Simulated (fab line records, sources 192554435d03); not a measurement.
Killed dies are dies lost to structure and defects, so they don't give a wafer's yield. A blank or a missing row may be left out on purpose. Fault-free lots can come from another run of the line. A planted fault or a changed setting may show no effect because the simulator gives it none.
Chamber matching    flow n5_finfet    N5_BEOL_M3_ETCH_70 on rie_diel-02: 4 sister chambers
The step etches SOC in N2/H2, target depth 80 nm, overetch 16 nm, time 120 s. 4 wafers are shown with their chamber, then 9 later ones without.

## WAFERS, EACH WITH ITS CHAMBER
wafer   chamber  showerhead_plenum_p_Torr (Torr)
L081.3  1        2.49
L089.1  0        2.35
L089.2  3        2.62
L089.3  2        2.44

## WAFERS WITHOUT THEIR CHAMBER
wafer   showerhead_plenum_p_Torr (Torr)
L093.2  2.61
L093.3  2.44
L093.4  2.44
L094.3  2.49
L094.4  2.44
L094.6  2.35
L097.2  2.35
L097.4  2.48
L097.6  2.61

## THE CHAMBER EACH PASSED THROUGH
wafer   from the rows above  in truth
L093.2  3                    3
L093.3  2                    2
L093.4  2                    2
L094.3  1                    1
L094.4  2                    2
L094.6  0                    0
L097.2  0                    0
L097.4  1                    1
L097.6  3                    3
9 of 9 placed correctly. Can't be placed from these rows: 0. Placed wrongly: 0.
How it was worked out, from the rows above alone: a wafer's distance from a chamber is the root of the sum, over the readings, of the square of ((its reading less the chamber's mean) divided by the reading's scatter). The wafer belongs to the nearest chamber; if the next one is less than 2 further off, it can't be placed. For every chamber, the mean is computed from those of its wafers that are shown. The scatter: with one shown wafer a chamber, the root of the mean of the squares of how far each hidden wafer lies from its nearest shown one.
